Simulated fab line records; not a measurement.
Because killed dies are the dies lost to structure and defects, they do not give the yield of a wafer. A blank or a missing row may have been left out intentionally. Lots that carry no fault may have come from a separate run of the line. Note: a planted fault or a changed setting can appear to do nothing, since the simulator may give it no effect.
Split-lot trial    flow n5 finfet    route with 1938 steps; 7 lots, 21 wafers read

== THE SPLIT ITSELF ==
At N5_MIM_TOP_LITHO_DEVELOP_07 (develop time 60 s), the setting develop time s was moved away from the recipe's 60 s on 5 of the 21 wafers read, by -19.8% to +21.2%. For the rest of the wafers, this setting stayed at what the recipe calls for.

== BETWEEN THE SPLIT AND THE READING: the file shows 1 step in between ==
- N5_MIM_TOP_LITHO_HARDBAKE_09: time 120 s

== THE READING ==
cd nm at N5_MIM_TOP_LITHO_CD_MEAS_08, given in nm (cd target 2000 nm). On this fab line, fault-free wafers typically give 1999.7 nm with a standard deviation of 1.2 nm.

wafer   tool, chamber at the split  develop time s as run, s  against the recipe  cd nm, nm  against lot-mates on the recipe
L081.2  litho track-02, 0           51.14                     -14.8%              2001.4     +2.2
L081.4  litho track-02, 0           51.14                     -14.8%              2003.2     +4.0
L081.5  litho track-02, 0           60                        recipe              1999.2     -
L083.2  litho track-03, 0           60                        recipe              1998.8     -
L083.3  litho track-03, 0           72.72                     +21.2%              1995.0     -3.9
L083.6  litho track-03, 0           60                        recipe              1999.0     -
L082.2  litho track-02, 0           60                        recipe              1999.2     -
L082.3  litho track-02, 0           60                        recipe              2000.8     -
L082.5  litho track-02, 0           60                        recipe              1999.8     -
L086.1  litho track-02, 0           60                        recipe              1999.2     -
L086.3  litho track-02, 0           60                        recipe              1999.4     -
L086.5  litho track-02, 0           67.65                     +12.8%              1997.8     -1.5
L087.1  litho track-01, 0           60                        recipe              1999.1     -
L087.4  litho track-01, 0           60                        recipe              1998.8     -
L087.5  litho track-01, 0           60                        recipe              1998.7     -
L092.1  litho track-02, 0           60                        recipe              2001.7     -
L092.2  litho track-02, 0           60                        recipe              2002.3     -
L092.5  litho track-02, 0           48.09                     -19.8%              2004.6     +2.6
L096.1  litho track-02, 0           60                        recipe              1999.5     -
L096.2  litho track-02, 0           60                        recipe              1997.6     -
L096.3  litho track-02, 0           60                        recipe              2000.5     -

THE FIT
A straight line over all 21 wafers: cd nm changes by -0.207 nm for each +1% of develop time s; r = -0.85; the points scatter about the line by 1.1 nm.
The same after taking each lot's own level away (the mean of its wafers on the recipe; 21 wafers): -0.169 nm for each +1%; r = -0.90; scatter 0.7 nm.
That fit puts the effect of the largest move of develop time s on the reading at 3.6 nm.
The span of the lots' own levels, 1998.87 to 2002.00 nm, comes to 2.6 times the standard deviation stated above.
So the slope is not independent of the lot-to-lot level: the two fits are not the same.
Check: for one of the wafers moved furthest among these (+21.2%), held out of the fit, the line's prediction against its lot-mates is -3.34 nm. It came out at -3.9 nm against them.

== FURTHER SPLITS ON THESE WAFERS ==
Note: prior to the reading, these wafers also went through further splits. Each is held against what the fit with the lots' levels taken away leaves over:
other split on the same wafers     wafers away from the commonest value  r with cd nm (lot level and that fit taken away)
N5_BEOL_M11_TRENCH_ETCH_37 bias w  9                                     +0.23
N5_BEOL_M11_ALD_74 ald cycles      6                                     -0.14
N5_BEOL_M14_COAT_04 spin rpm       6                                     +0.19
N5_BEOL_M14_ETCH_59 h2 flow sccm   6                                     -0.24
N5_BEOL_M15_COAT_04 spin rpm       7                                     +0.37
N5_BEOL_M15_EXPOSE_07 dose mj      13                                    +0.20

== THE FILE'S OWN FIT ==
cd nm changes by -0.162 nm for each +1% of develop time s, r = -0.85.
